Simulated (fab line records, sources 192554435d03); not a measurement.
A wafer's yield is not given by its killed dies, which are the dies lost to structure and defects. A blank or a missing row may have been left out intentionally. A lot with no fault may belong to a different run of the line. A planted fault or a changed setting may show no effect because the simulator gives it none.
Split-lot experiment ; flow n5 finfet ; 7 lots, 39 wafers read, on a route of 1938 steps

ABOUT THE SPLIT
At N5_BEOL_M8_ILD_DEP_00 (deposits SiCOH lowk from DEMS/porogen, target thk 179.75 nm, time 33.4 s), the setting time s was moved away from the recipe's 33.4 s on 9 of the 39 wafers read, by -40.6% to +53.6%. For the rest of the wafers, this setting stayed at what the recipe calls for.

FROM SPLIT TO READING: 1 step shown by the file between the two
- N5_BEOL_M8_CURE_74: cures SiCOH lowk, time 240 s

THE READING
At N5_BEOL_M8_THK_MEAS_01: M8_ILD_THK, given in nm. Fault-free wafers of this fab line usually give 155.3 nm, standard deviation 1.8 nm.

wafer;tool, chamber at the split;time s as run, s;against the recipe;M8_ILD_THK, nm;against lot-mates on the recipe
L076.1;pecvd-01, 0,2;33.4;recipe;155.5;-
L076.2;pecvd-01, 1;33.4;recipe;154.6;-
L076.3;pecvd-01, 2;33.4;recipe;151.6;-
L076.4;pecvd-01, 0,2;33.4;recipe;155.4;-
L076.5;pecvd-01, 0;33.4;recipe;156.8;-
L076.6;pecvd-01, 1;33.4;recipe;157.3;-
L084.1;pecvd-03, 2;33.4;recipe;157.2;-
L084.2;pecvd-03, 1;51.29;+53.6%;238.2;+81.4
L084.3;pecvd-03, 0;33.4;recipe;154.7;-
L084.4;pecvd-03, 1;51.29;+53.6%;241.3;+84.5
L084.5;pecvd-03, 0;51.29;+53.6%;240.5;+83.7
L084.6;pecvd-03, 2;33.4;recipe;158.6;-
L085.1;pecvd-01, 2;33.4;recipe;152.9;-
L085.2;pecvd-01, 1;19.83;-40.6%;89.0;-65.0
L085.3;pecvd-01, 0;33.4;recipe;153.6;-
L085.4;pecvd-01, 1;19.83;-40.6%;94.0;-60.0
L085.5;pecvd-01, 2;19.83;-40.6%;93.1;-60.9
L085.6;pecvd-01, 0;33.4;recipe;155.4;-
L089.1;pecvd-03, 1;33.4;recipe;153.7;-
L089.3;pecvd-03, 0;33.4;recipe;155.2;-
L089.6;pecvd-03, 0;33.4;recipe;156.0;-
L088.1;pecvd-04, 2;33.4;recipe;155.1;-
L088.2;pecvd-04, 1;33.4;recipe;155.6;-
L088.3;pecvd-04, 0;33.4;recipe;154.4;-
L088.4;pecvd-04, 0;33.4;recipe;155.5;-
L088.5;pecvd-04, 1;33.4;recipe;158.4;-
L088.6;pecvd-04, 2;33.4;recipe;158.2;-
L090.1;pecvd-03, 0;33.4;recipe;154.3;-
L090.2;pecvd-03, 2;48.07;+43.9%;219.2;+65.1
L090.3;pecvd-03, 1;33.4;recipe;153.1;-
L090.4;pecvd-03, 0;48.07;+43.9%;224.3;+70.2
L090.5;pecvd-03, 2;33.4;recipe;155.0;-
L090.6;pecvd-03, 1;48.07;+43.9%;222.7;+68.6
L092.1;pecvd-04, 0;33.4;recipe;155.1;-
L092.2;pecvd-04, 1;33.4;recipe;156.1;-
L092.3;pecvd-04, 0;33.4;recipe;157.7;-
L092.4;pecvd-04, 1;33.4;recipe;157.9;-
L092.5;pecvd-04, 1;33.4;recipe;160.3;-
L092.6;pecvd-04, 0;33.4;recipe;158.7;-
Where a row lists several chambers, the file gives one row for several wafers and doesn't say which wafer went through which chamber.

THE FIT
A straight line over all 39 wafers: M8_ILD_THK changes by +1.55 nm for each +1% of time s; r = +1.00; the points scatter about the line by 2.1 nm.
The same after taking each lot's own level away (the mean of its wafers on the recipe; 39 wafers): +1.54 nm for each +1%; r = +1.00; scatter 1.7 nm.
According to that fit, moving time s by its largest amount changes the reading by 83 nm.
The span of the lots' own levels, 153.97 to 157.63 nm, comes to 2.0 times the standard deviation stated above.
Hence the lot-to-lot level has little effect on the slope; both slopes agree.
Check: +83 nm against its lot-mates is what the line predicts for one of the wafers moved furthest among these (+53.6%) when that wafer is left out of the fit. Against them it came out at +81.4 nm.

OTHER SPLITS APPLIED TO THESE WAFERS
Before the reading, these wafers also passed through other splits. Each is held against what the fit with the lots' levels taken away leaves over:
other split on the same wafers;wafers away from the commonest value;r with M8_ILD_THK (lot level and that fit taken away)
N5_FIN_SAQP_ETCH_69 target depth a;15;+0.14
N5_HKMG_FIN_DEVELOP_48 develop time s;12;-0.03
N5_MOL_CONTACT_COAG_ETCH_91 time s;18;+0.01
N5_BEOL_M4_DESCUM_33 time s;15;-0.02
N5_BEOL_M6_ETCH_62 time s;18;+0.13

THE WHOLE CHAIN: every reading that the file lists as answering this split, in the file's order
step;what it does;reading;change (the file's fit);r (the file's)
N5_BEOL_M8_ILD_DEP_00;deposits SiCOH lowk from DEMS/porogen, target thk 179.75 nm, time 33.4 s;SiCOH_lowk_of_BEOL_M8_ILD_DEP_00.thk nm (the simulator's own value, which no gauge read);+1.77 nm for each +1% of the setting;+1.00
N5_BEOL_M8_CURE_74;cures SiCOH lowk, time 240 s;SiCOH_lowk_of_BEOL_M8_ILD_DEP_00.thk nm (the simulator's own value, which no gauge read);+1.54 nm for each +1% of the setting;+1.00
N5_BEOL_M8_THK_MEAS_01;;M8_ILD_THK;+1.54 for each +1% of the setting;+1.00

FILE'S OWN FIT
M8_ILD_THK changes by +1.54 nm for each +1% of time s, r = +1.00.
